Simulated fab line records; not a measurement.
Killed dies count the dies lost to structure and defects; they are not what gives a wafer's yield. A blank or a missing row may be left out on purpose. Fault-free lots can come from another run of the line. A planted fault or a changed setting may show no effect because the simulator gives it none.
fab line records	flow nandHarc
record lots=24	wafers=72	lastDay=24
route steps=1159 shown A_SGD_CUT@758 A_SLIT@799 A_CONTACT@860
lots that met no fault: from a run of the same line without faults
startH: the number of hours between the record's first day and the start of the first shown wafer of the lot	waitH: hours elapsed since this lot's preceding step	" repeats the value in the row above	L1.1+2: a row that stands for several wafers	- value missing, or start not given	* or withheld: withheld	< > ~ a bound
route shown NAME@n: NAME is a module with steps in the file, n the number in the route of the first one	usual: mean/standard deviation taken from wafers without a fault	same: alike in all rows	chamber/n: place in a boat	sites: readings site by site	_std_site: the values' standard deviation	_edge_site: inner sites' mean taken away from outer sites' mean	radiusMm: for every site, how far away it sits from the centre of the wafer	mask NAME#n: copy n	behind: the most recent tool/chamber to have shaped the wafer	hold: the reason the lot was held/the length of the hold in hours/how it ended	device: transistor that didn't switch, given as n, p or np	end of line: tests of these same wafers at the route's end	a step given without rows: its recipe and nothing more	killed: dies that structure and defects cost at the first sort, which is not the same as the wafer's yield	map: dies across one wafer; x = killed, . = not, _ = none there
set.NAME: the setting the step ran with; set.NAME@STEP: the setting that earlier step ran with	model.NAME: the simulator's own value behind a step, which no gauge read
a sample of lots followed through the steps of the route, with each step as a table and each wafer as a row
services: the hour from which a tool's chamber was out of use, counted from the record's first day as startH (under 0 if before that day), plus the number of hours and why
## steps
# step NHARC_A_SGD_CUT_CD_MEAS_09
# recipe targetCdNm=100	landingEnergyEv=500
# usual cdNm=100.0/0.46
lot.wafer	tool	chamber	startH	waitH	cdNm
L074.1	cdSem-01	0	307.61	-	100.1
L074.4	"	0	"	"	99.6
L074.6	"	0	"	"	100.1
L077.1	cdSem-03	0	324.86	-	100.0
L077.3	"	0	"	"	100.7
L077.6	"	0	"	"	99.8
L075.4	cdSem-01	0	324.93	-	100.2
L075.5	"	0	"	"	100.3
L075.6	"	0	"	"	100.4
L076.1	cdSem-03	0	331.50	-	99.4
L076.3	"	0	"	"	99.7
L076.6	"	0	"	"	99.0
L079.2	cdSem-02	0	331.54	-	100.3
L079.4	"	0	"	"	100.4
L079.6	"	0	"	"	100.3
L078.2	cdSem-03	0	336.72	-	100.3
L078.4	"	0	"	"	100.0
L078.6	"	0	"	"	99.6
L080.1	cdSem-02	0	337.05	-	100.3
L080.5	"	0	"	"	99.7
L080.6	"	0	"	"	100.1
L081.1	cdSem-03	0	343.87	-	99.9
L081.4	"	0	"	"	99.9
L081.6	"	0	"	"	99.9
L083.3	cdSem-03	0	359.87	-	98.9
L083.4	"	0	"	"	99.5
L083.5	"	0	"	"	99.5
L082.2	cdSem-03	0	360.24	-	100.1
L082.4	"	0	"	"	101.4
L082.6	"	0	"	"	100.5
L085.1	cdSem-02	0	373.42	-	99.3
L085.5	"	0	"	"	100.1
L085.6	"	0	"	"	100.6
L084.2	cdSem-03	0	373.57	-	100.5
L084.4	"	0	"	"	100.7
L084.5	"	0	"	"	100.3
L087.2	cdSem-02	0	386.13	-	100.4
L087.3	"	0	"	"	100.8
L087.6	"	0	"	"	100.9
L086.1	cdSem-01	0	386.28	-	100.4
L086.2	"	0	"	"	100.2
L086.4	"	0	"	"	99.9
L088.1	cdSem-02	0	387.13	-	99.3
L088.4	"	0	"	"	100.2
L088.5	"	0	"	"	99.4
L090.1	cdSem-02	0	396.67	-	99.5
L090.4	"	0	"	"	100.0
L090.6	"	0	"	"	99.9
L089.2	cdSem-02	0	396.84	-	99.4
L089.4	"	0	"	"	100.1
L089.5	"	0	"	"	99.9
L092.1	cdSem-02	0	410.79	-	100.0
L092.4	"	0	"	"	100.2
L092.6	"	0	"	"	99.3
L091.1	cdSem-02	0	410.95	-	99.5
L091.3	"	0	"	"	100.0
L091.6	"	0	"	"	99.9
L093.2	cdSem-01	0	413.62	-	100.4
L093.3	"	0	"	"	100.4
L093.6	"	0	"	"	100.6
L097.1	cdSem-03	0	431.17	-	99.2
L097.4	"	0	"	"	99.5
L097.6	"	0	"	"	99.6
L095.2	cdSem-03	0	431.62	-	100.2
L095.3	"	0	"	"	99.9
L095.5	"	0	"	"	100.0
L094.3	cdSem-03	0	431.79	-	99.5
L094.5	"	0	"	"	99.6
L094.6	"	0	"	"	99.7
L096.1	cdSem-03	0	443.34	-	100.2
L096.2	"	0	"	"	100.0
L096.4	"	0	"	"	100.7
# step NHARC_A_SGD_CUT_CMP_21
# recipe targetThkNm=148.19
# usual edgeZonePressureFrac=1.000/0.0051	motorCurrentA=12.0/1.2	slurryFlowMlMin=150.0/0.49	timeToEndpointS=49.6/2.5
lot.wafer	tool	chamber	startH	waitH	edgeZonePressureFrac	motorCurrentA	slurryFlowMlMin	timeToEndpointS
L074.1	cmp-04	2	315.08	0.4	1.001	12.6	149.5	48.3
L074.4	"	1	"	"	0.999	14.8	149.7	49.4
L074.6	"	2	"	"	1.006	13.6	149.1	48.6
L075.4	cmp-01	0	333.59	0.4	1.000	13.0	149.9	54.0
L075.6	"	3	"	"	1.006	11.0	149.5	53.4
L075.5	"	0	"	"	0.997	12.6	150.7	53.5
L077.1	cmp-04	1	333.62	0.4	1.009	14.7	150.1	52.7
L077.3	"	2	"	"	1.007	13.0	150.3	53.5
L077.6	"	0	"	"	1.004	11.5	149.7	50.4
L076.3	cmp-04	1	337.16	0.4	1.005	14.2	150.8	54.4
L076.1	"	3	"	"	0.997	11.2	149.4	51.8
L076.6	"	1	"	"	1.009	14.4	150.6	51.9
L079.2	cmp-01	0	337.16	0.4	1.006	12.8	150.3	52.6
L079.4	"	1	"	"	1.005	11.2	149.4	51.4
L079.6	"	0	"	"	0.998	12.2	149.6	49.4
L080.1	cmp-02	3	344.55	0.4	1.006	12.6	150.0	51.2
L080.5	"	3	"	"	1.001	13.1	150.2	49.3
L080.6	"	0	"	"	1.004	12.2	149.7	50.5
L078.2	cmp-01	0	344.57	0.4	1.000	12.0	149.4	52.8
L078.4	"	1	"	"	1.001	11.4	149.3	49.9
L078.6	"	3	"	"	1.005	11.2	150.2	48.1
L081.4	cmp-04	3	349.78	0.4	0.994	12.1	150.0	49.5
L081.1	"	1	"	"	1.003	14.2	149.4	50.2
L081.6	"	3	"	"	0.992	11.0	148.8	51.5
L082.4	cmp-02	1	365.56	0.4	0.998	12.8	150.5	49.6
L082.2	"	2	"	"	1.003	11.6	150.3	45.9
L082.6	"	2	"	"	0.993	11.5	150.5	47.5
L083.4	cmp-01	1	365.57	0.4	0.999	10.8	150.8	48.9
L083.3	"	2	"	"	0.996	9.7	150.2	48.0
L083.5	"	3	"	"	0.999	10.9	150.0	48.0
L085.1	cmp-04	2	382.68	0.4	1.000	12.3	149.8	48.1
L085.5	"	2	"	"	1.002	12.9	149.5	47.9
L085.6	"	3	"	"	0.995	11.2	149.2	48.9
L084.2	cmp-01	3	382.70	0.4	1.001	10.6	150.5	47.8
L084.4	"	1	"	"	0.996	11.3	149.3	46.4
L084.5	"	0	"	"	0.996	12.0	150.2	49.4
L086.2	cmp-02	1	391.81	0.4	0.998	13.1	148.7	50.2
L086.4	"	2	"	"	0.998	12.5	149.5	51.4
L086.1	"	0	"	"	0.999	12.4	150.6	47.7
L087.2	cmp-01	3	391.81	0.4	0.997	10.8	149.9	48.3
L087.3	"	0	"	"	1.000	12.5	150.2	49.9
L087.6	"	3	"	"	1.001	11.1	150.4	47.5
L088.4	cmp-04	0	391.83	0.4	0.994	11.9	150.7	46.3
L088.1	"	1	"	"	1.002	13.9	149.5	46.5
L088.5	"	1	"	"	1.004	15.2	149.9	46.1
L090.1	cmp-01	2	402.58	0.4	0.992	10.2	149.6	49.8
L090.4	"	0	"	"	0.996	12.5	149.9	49.4
L090.6	"	1	"	"	1.001	11.0	150.7	48.4
L089.4	cmp-02	3	402.60	0.4	1.000	12.6	150.7	45.7
L089.2	"	0	"	"	1.011	12.0	149.6	40.7
L089.5	"	2	"	"	1.007	11.7	150.0	42.7
L092.1	cmp-01	3	416.71	0.4	1.008	11.0	150.0	48.1
L092.4	"	1	"	"	1.001	10.9	150.2	46.5
L092.6	"	3	"	"	1.006	10.9	150.6	46.0
L091.3	cmp-02	3	416.71	0.4	0.997	13.2	149.8	46.9
L091.1	"	0	"	"	1.012	11.7	150.0	46.7
L091.6	"	3	"	"	0.996	13.5	149.4	48.3
L093.3	cmp-04	3	416.74	0.4	0.997	11.1	149.9	52.2
L093.2	"	0	"	"	0.996	11.4	151.4	52.3
L093.6	"	2	"	"	1.007	13.2	149.1	52.9
L097.4	cmp-04	1	436.80	0.4	1.003	14.6	150.5	52.5
L097.1	"	2	"	"	1.001	13.2	149.8	50.8
L097.6	"	2	"	"	1.004	12.6	150.4	51.0
L095.2	cmp-01	2	436.85	0.4	0.998	9.5	150.0	50.1
L095.3	"	3	"	"	1.002	10.7	149.8	52.7
L095.5	"	1	"	"	0.995	11.1	149.3	49.8
L094.3	cmp-02	1	436.85	0.4	1.004	13.0	149.7	50.6
L094.6	"	3	"	"	0.999	12.4	150.7	48.9
L094.5	"	0	"	"	0.989	12.2	150.2	51.4
L096.1	cmp-01	2	449.76	0.4	1.004	10.2	150.8	50.8
L096.4	"	0	"	"	1.006	11.9	150.3	50.0
L096.2	"	1	"	"	1.003	11.3	150.0	50.6
# step NHARC_A_SLIT_ETCH_29
# recipe targetDepthA=1000	overetchA=100	timeS=55	ionEnergyEv=100	cf4FlowSccm=80	o2FlowSccm=20	arFlowSccm=0	rfW=300	biasW=100	chemistry=CF4/O2
# usual drypumpMotorCurrentA=5.8/0.56	mfcArSccm=0.008/0.0089	oesProductAu=1.000/0.0076	rfFwdPowerW=296.5/1.2	rfVppV=197.4/1.4	showerheadPlenumPTorr=1.32/0.062	throttleValvePct=13.398/0.0079
lot.wafer	tool	chamber	startH	waitH	drypumpMotorCurrentA	mfcArSccm	oesProductAu	rfFwdPowerW	rfHoursCounterH	rfVppV	showerheadPlenumPTorr	throttleValvePct
L074.1	rieDiel-05	3	322.00	0.1	6.1	0.019	0.991	293.9	8	196.9	1.34	13.387
L074.4	"	1	"	"	5.1	0.028	0.986	298.4	11	196.5	1.26	13.387
L074.6	"	2	"	"	6.6	0.007	0.991	295.6	-	198.9	1.39	13.394
L075.4	rieDiel-05	0	340.42	0.1	4.9	0	0.996	297.0	11	196.6	1.27	13.403
L075.5	"	2	"	"	6.6	0.007	0.993	297.1	-	197.4	1.39	13.388
L075.6	"	3	"	"	6.1	0.019	1.005	295.6	-	198.1	1.34	13.399
L077.3	rieDiel-01	0	340.64	0.1	6.3	0.002	0.990	297.3	1	198.7	1.38	13.399
L077.1	"	1	"	"	5.5	0	0.987	294.8	1	196.9	1.32	13.398
L077.6	"	3	"	"	6.7	0.014	0.986	296.8	-	196.4	1.25	13.384
L076.1	rieDiel-01	1	346.96	0.1	5.5	0	0.991	295.1	2	198.1	1.32	13.392
L076.3	"	2	"	"	5.3	0.017	1.005	296.3	2	198.0	1.42	13.403
L076.6	"	0	"	"	6.3	0.002	1.009	297.0	-	199.0	1.38	13.397
L079.4	rieDiel-01	2	347.23	0.2	5.3	0.017	1.004	296.6	2	198.7	1.42	13.412
L079.2	"	3	"	"	6.7	0.014	1.003	295.6	2	196.0	1.25	13.408
L079.6	"	0	"	"	6.3	0.002	0.996	296.7	-	197.2	1.38	13.391
L078.2	rieDiel-01	2	351.45	0.1	5.3	0.017	1.001	295.8	2	198.5	1.42	13.400
L078.4	"	3	"	"	6.7	0.014	1.002	296.9	2	194.6	1.25	13.391
L078.6	"	3	"	"	6.7	0.014	0.997	295.3	-	196.2	1.25	13.397
L080.1	rieDiel-03	2	351.71	0.1	6.1	0	1.003	297.6	9	196.3	1.24	13.393
L080.5	"	2	"	"	6.1	0	0.997	297.4	-	196.1	1.24	13.405
L080.6	"	3	"	"	5.9	0.017	1.007	297.4	-	196.8	1.30	13.399
L081.4	rieDiel-05	3	360.82	0.1	6.1	0.019	1.003	297.1	1	199.1	1.34	13.392
L081.1	"	1	"	"	5.1	0.028	0.998	298.2	1	197.0	1.26	13.396
L081.6	"	3	"	"	6.1	0.019	0.997	296.2	-	198.5	1.34	13.388
L083.4	rieDiel-01	2	372.39	0.1	5.2	0.017	0.999	297.1	4	198.7	1.42	13.407
L083.3	"	3	"	"	6.7	0.014	1.006	295.5	4	195.1	1.25	13.386
L083.5	"	1	"	"	5.5	0	0.993	295.5	-	199.0	1.32	13.394
L082.2	rieDiel-05	0	372.68	0.1	4.9	0	0.996	297.6	1	197.6	1.27	13.397
L082.4	"	3	"	"	6.1	0.019	0.998	296.2	2	197.2	1.34	13.395
L082.6	"	1	"	"	5.1	0.028	0.998	298.5	-	195.9	1.26	13.390
L085.1	rieDiel-01	3	389.54	0.1	6.7	0.014	1.004	296.2	5	197.2	1.25	13.403
L085.6	"	2	"	"	5.3	0.017	1.002	297.2	-	198.3	1.42	13.398
L085.5	"	3	"	"	6.7	0.014	1.006	295.8	-	196.4	1.25	13.393
L084.4	rieDiel-03	0	389.85	0.1	5.8	0	1.003	296.6	13	196.1	1.29	13.397
L084.2	"	2	"	"	6.1	0	1.008	297.6	11	196.6	1.24	13.394
L084.5	"	0	"	"	5.7	0	1.005	297.8	-	197.6	1.29	13.392
L086.2	rieDiel-03	3	401.95	0.1	5.9	0.017	1.008	296.7	0	196.7	1.30	13.400
L086.1	"	1	"	"	5.4	0	0.994	296.4	0	196.1	1.26	13.406
L086.4	"	2	"	"	6.1	0	0.989	297.0	0	196.3	1.24	13.396
L088.4	rieDiel-01	0	403.63	0.1	6.3	0.002	1.003	296.4	7	198.1	1.38	13.392
L088.1	"	1	"	"	5.5	0	0.990	295.7	6	197.4	1.32	13.397
L088.5	"	0	"	"	6.3	0.002	1.009	297.3	-	199.9	1.38	13.387
L087.2	rieDiel-05	0	405.27	0.1	4.9	0	0.996	297.2	3	197.2	1.27	13.392
L087.3	"	1	"	"	5.1	0.028	1.008	299.3	3	195.4	1.26	13.398
L087.6	"	0	"	"	4.9	0	0.989	297.1	-	195.6	1.27	13.404
L089.2	rieDiel-03	2	409.74	0.1	6.1	0	0.997	297.1	0	194.2	1.24	13.397
L089.4	"	3	"	"	5.9	0.017	1.001	296.9	0	197.8	1.30	13.408
L089.5	"	1	"	"	5.3	0	0.996	296.0	-	195.3	1.26	13.390
L090.4	rieDiel-05	3	410.07	0.1	6.1	0.019	1.004	296.3	4	197.5	1.34	13.402
L090.1	"	0	"	"	4.9	0	1.001	295.1	3	197.2	1.27	13.392
L090.6	"	1	"	"	5.1	0.028	0.997	298.5	-	196.4	1.26	13.376
L092.1	rieDiel-01	0	424.77	0.1	6.3	0.002	0.995	296.8	9	199.1	1.38	13.409
L092.4	"	1	"	"	5.4	0	1.000	294.5	7	197.5	1.32	13.409
L092.6	"	0	"	"	6.3	0.002	0.996	296.1	-	198.8	1.38	13.402
L091.1	rieDiel-03	3	425.20	0.1	5.9	0.017	1.010	297.2	1	196.7	1.30	13.402
L091.3	"	1	"	"	5.3	0	1.000	297.7	1	195.7	1.26	13.399
L091.6	"	3	"	"	5.9	0.017	1.004	295.8	-	197.5	1.30	13.384
L093.3	rieDiel-01	2	426.77	0.1	5.3	0.017	1.013	296.1	8	199.3	1.42	13.388
L093.2	"	0	"	"	6.3	0.002	1.005	297.3	9	198.7	1.38	13.401
L093.6	"	2	"	"	5.3	0.017	1.011	296.0	-	199.8	1.42	13.379
L097.1	rieDiel-03	1	446.88	0.1	5.3	0	1.000	295.5	2	195.9	1.26	13.394
L097.4	"	2	"	"	6.2	0	1.010	298.0	2	195.0	1.24	13.403
L097.6	"	2	"	"	6.1	0	1.011	297.7	-	196.3	1.24	13.392
L094.3	rieDiel-01	2	450.42	0.1	5.3	0.017	0.997	297.8	10	199.1	1.42	13.373
L094.5	"	2	"	"	5.3	0.017	1.008	298.1	-	199.7	1.42	13.400
L094.6	"	3	"	"	6.6	0.014	0.991	294.6	-	196.8	1.25	13.409
L095.3	rieDiel-01	3	452.12	0.1	6.7	0.014	0.998	295.0	12	195.6	1.25	13.399
L095.2	"	0	"	"	6.3	0.002	0.993	295.8	11	198.2	1.38	13.393
L095.5	"	2	"	"	5.2	0.017	1.006	295.9	-	199.7	1.42	13.383
L096.4	rieDiel-03	1	458.43	0.1	5.3	0	1.000	296.7	3	196.1	1.26	13.382
L096.2	"	3	"	"	5.9	0.017	1.022	297.5	2	196.1	1.30	13.402
L096.1	"	0	"	"	5.8	0	1.008	295.5	2	197.6	1.29	13.399
# step NHARC_A_CONTACT_ETCH_50
# recipe targetDepthA=847	timeS=42.4	cf4FlowSccm=100	chf3FlowSccm=30	arFlowSccm=0	rfW=500	biasW=200	chemistry=CF4/CHF3
# usual drypumpMotorCurrentA=5.9/0.53	mfcArSccm=0.006/0.01	oesProductAu=0.950/0.02	rfFwdPowerW=493.2/2.7	rfVppV=370.7/2.3	showerheadPlenumPTorr=1.58/0.063	throttleValvePct=16.802/0.0094
lot.wafer	tool	chamber	startH	waitH	drypumpMotorCurrentA	mfcArSccm	oesProductAu	rfFwdPowerW	rfHoursCounterH	rfVppV	showerheadPlenumPTorr	throttleValvePct
L074.1	rieDiel-08	3	-	-	6.3	0	0.959	494.3	23	370.6	1.61	16.814
L074.4	"	0	"	"	6.0	0	0.961	492.4	20	372.8	1.62	16.798
L074.6	"	3	"	"	6.3	0	0.958	493.8	-	372.5	1.61	16.813
L077.3	rieDiel-09	0	-	-	5.4	0	0.954	496.1	21	371.8	1.62	16.793
L077.1	"	1	"	"	6.0	0.029	0.966	490.3	22	367.6	1.52	16.816
L077.6	"	3	"	"	6.3	0	0.992	495.1	-	370.2	1.54	16.812
L075.4	rieDiel-09	1	-	-	6.0	0.029	0.964	494.0	22	370.1	1.52	16.790
L075.6	"	0	"	"	5.4	0	0.973	497.2	-	373.5	1.62	16.790
L075.5	"	1	"	"	6.0	0.029	0.971	493.0	-	367.8	1.52	16.802
L078.4	rieDiel-08	2	-	-	6.3	0	0.964	492.0	36	365.6	1.47	16.805
L078.2	"	0	"	"	6.0	0	0.960	493.0	31	372.7	1.62	16.791
L078.6	"	3	"	"	6.3	0	0.959	490.6	-	370.3	1.61	16.812
L076.1	rieDiel-07	3	-	-	5.8	0.018	0.923	489.9	57	367.2	1.47	16.799
L076.3	"	0	"	"	4.7	0.021	0.930	492.6	58	375.9	1.69	16.813
L076.6	"	2	"	"	5.0	0	0.928	497.0	-	369.9	1.57	16.807
L079.2	rieDiel-08	2	-	-	6.3	0	0.926	492.7	37	367.6	1.47	16.792
L079.4	"	3	"	"	6.4	0	0.927	488.2	35	372.5	1.61	16.785
L079.6	"	2	"	"	6.3	0	0.931	493.9	-	367.6	1.47	16.800
L080.1	rieDiel-09	1	-	-	6.0	0.029	0.947	493.1	26	369.1	1.52	16.794
L080.6	"	3	"	"	6.3	0	0.959	499.2	-	370.6	1.54	16.797
L080.5	"	0	"	"	5.4	0	0.936	495.4	-	372.0	1.62	16.813
L081.4	rieDiel-09	0	-	-	5.4	0	0.912	494.7	28	373.9	1.62	16.798
L081.1	"	2	"	"	6.1	0	0.921	488.5	28	371.7	1.62	16.818
L081.6	"	1	"	"	6.0	0.029	0.924	491.8	-	368.9	1.52	16.793
L083.3	rieDiel-07	0	-	-	4.7	0.021	0.961	492.3	0	374.8	1.68	16.811
L083.4	"	2	"	"	5.0	0	0.981	494.2	0	371.9	1.57	16.821
L083.5	"	3	"	"	5.8	0.018	0.969	492.4	-	366.7	1.47	16.801
L082.2	rieDiel-08	3	-	-	6.3	0	0.941	490.2	46	371.4	1.61	16.807
L082.4	"	0	"	"	6.0	0	0.945	493.2	45	373.0	1.62	16.792
L082.6	"	1	"	"	6.5	0.001	0.959	492.2	-	373.1	1.60	16.803
L085.1	rieDiel-07	1	-	-	4.8	0.024	0.978	497.8	9	371.1	1.58	16.789
L085.6	"	3	"	"	5.8	0.018	0.959	489.4	-	366.3	1.47	16.800
L085.5	"	0	"	"	4.7	0.021	0.956	493.1	-	373.8	1.68	16.795
L084.2	rieDiel-08	3	-	-	6.3	0	0.925	489.7	48	372.4	1.60	16.808
L084.4	"	2	"	"	6.4	0	0.928	496.8	50	369.0	1.46	16.807
L084.5	"	0	"	"	5.9	0	0.924	493.0	-	373.3	1.61	16.811
L088.4	rieDiel-08	3	-	-	6.3	0	0.926	491.1	52	371.5	1.60	16.793
L088.1	"	1	"	"	6.5	0.001	0.935	494.8	53	370.4	1.60	16.812
L088.5	"	0	"	"	5.9	0	0.927	495.9	-	370.4	1.61	16.795
L086.2	rieDiel-08	1	-	-	6.4	0.001	0.935	492.2	54	371.6	1.60	16.806
L086.4	"	2	"	"	6.3	0	0.927	492.6	55	366.9	1.46	16.791
L086.1	"	0	"	"	5.9	0	0.923	495.3	51	369.9	1.61	16.804
L087.2	rieDiel-08	0	-	-	5.9	0	0.926	494.3	53	370.7	1.61	16.803
L087.3	"	2	"	"	6.3	0	0.919	492.4	59	367.3	1.46	16.807
L087.6	"	1	"	"	6.4	0.001	0.932	492.1	-	370.5	1.60	16.818
L090.4	rieDiel-08	3	-	-	6.3	0	0.938	492.1	57	370.7	1.60	16.791
L090.1	"	0	"	"	5.9	0	0.928	492.9	54	372.0	1.61	16.800
L090.6	"	0	"	"	6.0	0	0.930	495.0	-	372.1	1.61	16.809
L089.2	rieDiel-07	3	-	-	5.7	0.018	0.967	488.8	18	365.1	1.47	16.807
L089.4	"	2	"	"	5.0	0	0.946	494.8	16	370.4	1.57	16.800
L089.5	"	3	"	"	5.8	0.018	0.960	488.8	-	367.0	1.47	16.797
L091.3	rieDiel-07	2	-	-	5.1	0	0.949	494.9	21	369.5	1.57	16.796
L091.1	"	1	"	"	4.8	0.024	0.939	494.5	22	371.8	1.58	16.816
L091.6	"	2	"	"	5.0	0	0.949	496.2	-	371.2	1.57	16.789
L092.4	rieDiel-09	1	-	-	6.0	0.029	0.976	490.9	5	369.1	1.52	16.810
L092.1	"	2	"	"	6.1	0	0.969	489.1	6	370.8	1.62	16.780
L092.6	"	3	"	"	6.3	0	0.964	495.8	-	369.2	1.54	16.802
L093.2	rieDiel-09	3	-	-	6.3	0	0.958	498.1	6	371.2	1.54	16.802
L093.3	"	0	"	"	5.4	0	0.955	498.3	5	372.2	1.62	16.813
L093.6	"	0	"	"	5.4	0	0.953	496.0	-	372.4	1.62	16.803
L097.1	rieDiel-08	0	-	-	6.0	0	0.978	492.8	1	371.8	1.61	16.787
L097.4	"	1	"	"	6.4	0.001	0.979	493.2	1	372.1	1.59	16.816
L097.6	"	2	"	"	6.3	0	0.969	490.0	-	376.0	1.70	16.803
L094.3	rieDiel-09	1	-	-	6.0	0.029	0.958	491.6	10	367.5	1.52	16.818
L094.6	"	1	"	"	6.0	0.029	0.966	489.8	-	368.2	1.52	16.796
L094.5	"	2	"	"	6.0	0	0.977	489.7	-	372.8	1.62	16.791
L095.2	rieDiel-09	2	-	-	6.1	0	0.933	488.0	11	371.3	1.62	16.800
L095.3	"	3	"	"	6.3	0	0.957	496.8	10	369.4	1.54	16.807
L095.5	"	0	"	"	5.4	0	0.952	495.2	-	371.7	1.62	16.803
L096.1	rieDiel-08	2	-	-	6.3	0	0.967	490.5	7	373.2	1.70	16.798
L096.2	"	3	"	"	6.3	0	0.969	493.3	6	371.4	1.60	16.799
L096.4	"	1	"	"	6.5	0.001	0.982	492.5	7	371.9	1.59	16.795
# step NHARC_A_CONTACT_ETCH_118
# recipe sourceW=withheld	pressureMtorr=20	biasV=3000	timeS=94	targetDepthA=9220	arFlowSccm=withheld	c4f8FlowSccm=withheld	o2FlowSccm=withheld	chemistry=C4F8/O2/Ar
lot.wafer	tool	chamber	startH	waitH	rfHoursCounterH
L074.1	harCapEtch-01	0	367.22	0.1	54
L074.4	"	1	"	"	-
L074.6	"	0	"	"	-
L077.1	harCapEtch-02	1	384.44	0.1	10
L077.3	"	1	"	"	-
L077.6	"	0	"	"	-
L075.4	harCapEtch-01	1	385.55	0.1	-
L075.6	"	1	"	"	-
L075.5	"	0	"	"	-
L078.2	harCapEtch-02	1	400.12	0.1	12
L078.4	"	0	"	"	-
L078.6	"	0	"	"	-
L076.1	harCapEtch-03	1	402.34	0.1	86
L076.3	"	0	"	"	-
L076.6	"	0	"	"	-
L079.2	harCapEtch-01	0	403.12	0.1	62
L079.4	"	1	"	"	-
L079.6	"	0	"	"	-
L080.1	harCapEtch-02	1	407.60	0.1	14
L080.6	"	0	"	"	-
L080.5	"	1	"	"	-
L081.1	harCapEtch-03	0	412.36	0.1	89
L081.4	"	0	"	"	-
L081.6	"	1	"	"	-
L083.4	harCapEtch-02	0	417.62	0.1	-
L083.3	"	1	"	"	-
L083.5	"	1	"	"	-
L082.2	harCapEtch-01	1	428.90	0.1	67
L082.4	"	1	"	"	-
L082.6	"	1	"	"	-
L084.2	harCapEtch-03	0	436.51	0.1	93
L084.4	"	0	"	"	-
L084.5	"	0	"	"	-
L085.1	harCapEtch-01	0	436.54	0.1	68
L085.5	"	0	"	"	-
L085.6	"	1	"	"	-
L088.1	harCapEtch-02	1	445.09	0.1	21
L088.4	"	1	"	"	-
L088.5	"	0	"	"	-
L086.2	harCapEtch-01	0	446.24	0.1	70
L086.1	"	1	"	"	70
L086.4	"	0	"	"	-
L087.2	harCapEtch-03	1	452.59	0.1	97
L087.3	"	1	"	"	-
L087.6	"	0	"	"	-
L090.1	harCapEtch-03	1	454.72	0.1	98
L090.4	"	0	"	"	-
L090.6	"	1	"	"	-
L089.2	harCapEtch-02	0	458.46	0.1	25
L089.4	"	0	"	"	-
L089.5	"	0	"	"	-
L091.1	harCapEtch-01	1	469.91	0.1	76
L091.3	"	0	"	"	-
L091.6	"	1	"	"	-
L092.1	harCapEtch-03	0	471.85	0.1	101
L092.4	"	1	"	"	-
L092.6	"	1	"	"	-
L093.2	harCapEtch-02	1	478.32	0.1	29
L093.3	"	0	"	"	-
L093.6	"	0	"	"	-
L097.1	harCapEtch-02	1	494.34	0.1	31
L097.4	"	0	"	"	-
L097.6	"	0	"	"	-
L094.3	harCapEtch-03	0	498.68	0.1	-
L094.6	"	1	"	"	-
L094.5	"	0	"	"	-
L095.2	harCapEtch-01	1	499.45	0.1	80
L095.3	"	1	"	"	-
L095.5	"	0	"	"	-
L096.2	harCapEtch-03	1	504.39	0.1	106
L096.1	"	0	"	"	106
L096.4	"	0	"	"	-
# step NHARC_A_CONTACT_ETCH_121
# recipe sourceW=withheld	pressureMtorr=20	biasV=3000	timeS=94	targetDepthA=9220	arFlowSccm=withheld	c4f8FlowSccm=withheld	o2FlowSccm=withheld	chemistry=C4F8/O2/Ar
lot.wafer	tool	chamber	startH	waitH	rfHoursCounterH
L074.1	harCapEtch-01	0	367.49	0.1	54
L074.4	"	1	"	"	-
L074.6	"	0	"	"	-
L077.1	harCapEtch-02	1	384.71	0.1	10
L077.3	"	1	"	"	-
L077.6	"	0	"	"	-
L075.4	harCapEtch-01	1	385.82	0.1	-
L075.6	"	1	"	"	-
L075.5	"	0	"	"	-
L078.2	harCapEtch-02	1	400.39	0.1	13
L078.4	"	0	"	"	-
L078.6	"	0	"	"	-
L076.1	harCapEtch-03	1	402.61	0.1	87
L076.3	"	0	"	"	-
L076.6	"	0	"	"	-
L079.2	harCapEtch-01	0	403.40	0.1	62
L079.4	"	1	"	"	-
L079.6	"	0	"	"	-
L080.1	harCapEtch-02	1	407.87	0.1	14
L080.6	"	0	"	"	-
L080.5	"	1	"	"	-
L081.1	harCapEtch-03	0	412.64	0.1	89
L081.4	"	0	"	"	-
L081.6	"	1	"	"	-
L083.4	harCapEtch-02	0	417.89	0.1	-
L083.3	"	1	"	"	-
L083.5	"	1	"	"	-
L082.2	harCapEtch-01	1	429.17	0.1	67
L082.4	"	1	"	"	-
L082.6	"	1	"	"	-
L084.2	harCapEtch-03	0	436.78	0.1	94
L084.4	"	0	"	"	-
L084.5	"	0	"	"	-
L085.1	harCapEtch-01	0	436.91	0.1	69
L085.5	"	0	"	"	-
L085.6	"	1	"	"	-
L088.1	harCapEtch-02	1	445.36	0.1	21
L088.4	"	1	"	"	-
L088.5	"	0	"	"	-
L086.2	harCapEtch-01	0	446.51	0.1	70
L086.1	"	1	"	"	70
L086.4	"	0	"	"	-
L087.2	harCapEtch-03	1	452.86	0.1	97
L087.3	"	1	"	"	-
L087.6	"	0	"	"	-
L090.1	harCapEtch-03	1	454.99	0.1	98
L090.4	"	0	"	"	-
L090.6	"	1	"	"	-
L089.2	harCapEtch-02	0	458.74	0.1	25
L089.4	"	0	"	"	-
L089.5	"	0	"	"	-
L091.1	harCapEtch-01	1	470.19	0.1	76
L091.3	"	0	"	"	-
L091.6	"	1	"	"	-
L092.1	harCapEtch-03	0	472.21	0.1	101
L092.4	"	1	"	"	-
L092.6	"	1	"	"	-
L093.2	harCapEtch-02	1	478.59	0.1	29
L093.3	"	0	"	"	-
L093.6	"	0	"	"	-
L097.1	harCapEtch-02	1	494.62	0.1	31
L097.4	"	0	"	"	-
L097.6	"	0	"	"	-
L094.3	harCapEtch-03	0	498.95	0.1	-
L094.6	"	1	"	"	-
L094.5	"	0	"	"	-
L095.2	harCapEtch-01	1	499.73	0.1	80
L095.3	"	1	"	"	-
L095.5	"	0	"	"	-
L096.2	harCapEtch-03	1	504.66	0.1	106
L096.1	"	0	"	"	106
L096.4	"	0	"	"	-
## services
tool	chamber	startH	hours	kind
rieDiel-03	2	295.14	4.3	repair
rieDiel-09	-	296.28	2.1	repair
harCapEtch-01	-	296.38	0.4	repair
cmp-04	-	301.18	4.0	pm
cmp-01	-	306.47	0.4	repair
harCapEtch-02	-	306.58	17.0	pm
rieDiel-01	-	315.10	9.0	pm
rieDiel-03	1	317.05	2.5	repair
cmp-04	-	324.66	2.5	repair
rieDiel-03	-	339.86	0.4	repair
rieDiel-03	2	340.46	10.1	repair
rieDiel-03	1	358.97	9.6	repair
cmp-01	-	375.65	4.0	pm
harCapEtch-03	-	394.39	0.1	repair
cmp-04	-	399.25	4.0	pm
cmp-01	-	412.07	3.7	repair
rieDiel-09	1	412.88	7.5	repair
rieDiel-09	-	431.13	9.0	pm
cmp-01	-	473.65	4.0	pm
rieDiel-08	-	478.81	9.0	pm
rieDiel-09	2	479.59	2.0	repair
rieDiel-01	-	492.10	9.0	pm
cmp-01	-	492.59	4.4	repair
cmp-04	-	497.25	4.0	pm
## key
fault none
